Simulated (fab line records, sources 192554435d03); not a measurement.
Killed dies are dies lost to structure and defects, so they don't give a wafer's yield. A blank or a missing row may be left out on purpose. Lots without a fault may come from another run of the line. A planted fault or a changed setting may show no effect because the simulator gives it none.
Which tool did it? | flow n5_finfet | 10 lots, 30 wafers sampled, at 3 steps of a route of 1938

WHAT THE GAUGES READ, wafer by wafer
N5_FIN_SAQP_OVL_MEAS_17.
lot  | measured    | on         | FIN_CORE_OVL (nm)
L136 | day 2 03:49 | overlay-02 | -1.1 -1.0 -0.6
L137 | day 2 09:25 | overlay-01 | -0.8 -1.1 -1.1
L142 | day 3 15:52 | overlay-02 | -0.7 -0.7 0.2
L143 | day 3 22:40 | overlay-02 | -0.3 0.2 0.0
L146 | day 4 17:11 | overlay-01 | -1.2 -0.9 -1.5
L148 | day 5 05:32 | overlay-02 | -0.3 -0.9 0.0
L150 | day 5 15:56 | overlay-01 | -1.0 -1.7 0.2
L156 | day 7 03:49 | overlay-01 | 4.4 4.6 5.6
L157 | day 7 09:18 | overlay-01 | 5.6 5.4 5.0
L158 | day 7 15:54 | overlay-02 | 0.3 -0.4 -0.2

WHICH TOOL RAN EACH LOT (tool, then ch and the chambers of the sampled wafers, then the start)
lot  | N5_PMOS_HMC_CHANNEL_EPI_EPI_26 | N5_FIN_SAQP_EXPOSE_13
L136 | epi_rpcvd-03 ch 0, day 2 02:01 | arfi_scanner-03 ch 0, day 2 03:40
L137 | epi_rpcvd-04 ch 0, day 2 07:46 | arfi_scanner-03 ch 0, day 2 09:16
L142 | epi_rpcvd-01 ch 0, day 3 14:08 | arfi_scanner-02 ch 0, day 3 15:41
L143 | epi_rpcvd-03 ch 0, day 3 20:19 | arfi_scanner-01 ch 0, day 3 22:30
L146 | epi_rpcvd-03 ch 0, day 4 15:01 | arfi_scanner-02 ch 0, day 4 17:01
L148 | epi_rpcvd-03 ch 0, day 5 02:25 | arfi_scanner-03 ch 0, day 5 05:22
L150 | epi_rpcvd-04 ch 0, day 5 14:13 | arfi_scanner-01 ch 0, day 5 15:47
L156 | epi_rpcvd-01 ch 0, day 7 02:05 | arfi_scanner-03 ch 0, day 7 03:39
L157 | epi_rpcvd-03 ch 0, day 7 07:41 | arfi_scanner-03 ch 0, day 7 09:08
L158 | epi_rpcvd-04 ch 0, day 7 13:34 | arfi_scanner-02 ch 0, day 7 15:44
- N5_PMOS_HMC_CHANNEL_EPI_EPI_26: deposits Si from SiH4/H2, target thk 3.8 nm, time 22.7 s.
- N5_FIN_SAQP_EXPOSE_13: exposes mask FIN CORE, target cd 35.6 nm.

THE ANSWER, worked out from the rows above alone
Rule: what is usual is taken from the lots themselves. Put in order of their means at a reading, lots are off if they are a third of the lots or fewer, leave a main group of 4 or more, and stand apart from it by a gap of 3 or more times the standard deviation of the main group's means; of several such gaps the widest counts. A main group whose means are all the same, to the digits that the tables above print for the reading, isn't used. A lot without any number at a reading at which 4 lots or more have one is off too. The other lots that the step has rows for count as sound.
Off: L156, L157, at N5_FIN_SAQP_OVL_MEAS_17 (FIN_CORE_OVL). The main group: mean -0.6 nm, standard deviation 0.41.
A tool fits if, at a process step before that reading, it ran every lot that is off, and no sound lot after the first of them. The gauges at N5_FIN_SAQP_OVL_MEAS_17 are tried like those tools. Can't be told from this: 2 tools fit, arfi_scanner-03 at N5_FIN_SAQP_EXPOSE_13, overlay-01 at N5_FIN_SAQP_OVL_MEAS_17.

WHAT THE SIMULATOR HAD PUT IN
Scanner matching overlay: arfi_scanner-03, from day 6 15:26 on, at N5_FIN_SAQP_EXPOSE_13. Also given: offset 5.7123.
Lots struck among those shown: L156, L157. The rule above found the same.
